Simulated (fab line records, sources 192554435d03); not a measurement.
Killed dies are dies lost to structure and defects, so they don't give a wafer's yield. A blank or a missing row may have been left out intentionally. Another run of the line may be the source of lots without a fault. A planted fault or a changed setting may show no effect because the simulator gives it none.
Chamber matching | flow n5_finfet | N5_BEOL_M12_ETCH_67 on rie_diel-04: 4 sister chambers
The step etches SiARC in CF4, target depth 143 nm, time 238.3 s. 4 wafers are shown with their chamber, then 9 later ones without.

== WAFERS PAIRED WITH THEIR CHAMBERS ==
wafer  | chamber | drypump_motor_current_A (A)
L079.4 | 2       | 5.2
L079.5 | 1       | 5.7
L086.2 | 3       | 6.0
L086.6 | 0       | 5.4

== WAFERS WITH NO CHAMBER GIVEN ==
wafer  | drypump_motor_current_A (A)
L090.1 | 5.4
L090.2 | 5.7
L090.3 | 5.2
L092.1 | 5.4
L092.4 | 5.4
L092.5 | 6.0
L094.2 | 6.1
L094.3 | 5.4
L094.5 | 5.7

== CHAMBER TAKEN BY EACH ==
wafer  | from the rows above | in truth
L090.1 | 0                   | 0
L090.2 | 1                   | 1
L090.3 | 2                   | 2
L092.1 | 0                   | 0
L092.4 | 0                   | 0
L092.5 | 3                   | 3
L094.2 | 3                   | 3
L094.3 | 0                   | 0
L094.5 | 1                   | 1
Placed correctly: 9 of 9. Not placeable from these rows: 0. 0 placed wrongly.
How it was worked out, from the rows above alone: a wafer's distance from a chamber is the root of the sum, over the readings, of the square of ((its reading less the chamber's mean) divided by the reading's scatter). The wafer belongs to the nearest chamber; if the next one is less than 2 further off, it can't be placed. The mean given for a chamber averages the wafers shown for that chamber. The scatter (one wafer shown for each chamber): square how far every hidden wafer sits from the nearest shown wafer, average those squares and take the square root.
